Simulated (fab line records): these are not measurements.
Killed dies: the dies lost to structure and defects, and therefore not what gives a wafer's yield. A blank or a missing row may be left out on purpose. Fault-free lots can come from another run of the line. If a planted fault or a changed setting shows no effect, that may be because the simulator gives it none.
One fault seen from 2 desks | flow nand harc | numbers are kept per desk, each desk with only its own; the story behind them comes last

## METROLOGY DESK
Means of the sampled wafers that have a number, per lot and without regard to the tool the lot ran on: this is what the gauges read. Marked OUT: a lot whose mean sits more than 4 standard deviations from the usual mean, which makes it out of limits; the brackets give that distance.
Columns: A = cd nm at NHARC_P_M0_CD_MEAS_09, usual 89.9 nm; B = overlay x nm at NHARC_P_M0_OVL_MEAS_10, usual 0.0 nm; C = overlay y nm at NHARC_P_M0_OVL_MEAS_10, usual -0.1 nm; D = cd nm at NHARC_P_M0_CD_MEAS_16, usual 89.7 nm; E = thk nm at NHARC_P_M0_THK_MEAS_24, usual 117.3 nm
lot  | first seen here | A    | B    | C    | D    | E
L951 | day 9 04:26     | 89.4 | -2.0 | 0.0  | 89.0 | 117.9
L958 | day 12 02:10    | 89.9 | -0.3 | -0.2 | 89.6 | 118.7
L964 | day 14 04:40    | 89.4 | -0.9 | -1.0 | 89.4 | 117.8
L965 | day 15 04:27    | 91.0 | -0.8 | -0.6 | 90.8 | 117.4
L967 | day 15 11:46    | 89.7 | 1.0  | 0.0  | 89.3 | 119.9
This desk's finding: nothing out of limits on any of the 5 lots.

## THE DEFECT DESK
Per lot, the means of the sampled wafers with a number show what the inspections along the route counted. Marked OUT: a lot whose mean sits more than 4 standard deviations from the usual mean, which makes it out of limits; the brackets give that distance.
Columns: A = raw defect count at NHARC_P_M0_INSPECT_11, usual 4
lot  | first seen here | A
L951 | day 9 04:33     | 2
L958 | day 12 02:17    | 9
L964 | day 14 04:47    | 2
L965 | day 15 04:34    | 8
L967 | day 15 11:54    | 5
This desk's finding: nothing out of limits on any of the 5 lots.

## BROUGHT TOGETHER
Metrology desk: nothing out of limits seen.
Nothing the defect desk looked at was out of limits.

## WHAT THE SIMULATOR HAD PUT IN
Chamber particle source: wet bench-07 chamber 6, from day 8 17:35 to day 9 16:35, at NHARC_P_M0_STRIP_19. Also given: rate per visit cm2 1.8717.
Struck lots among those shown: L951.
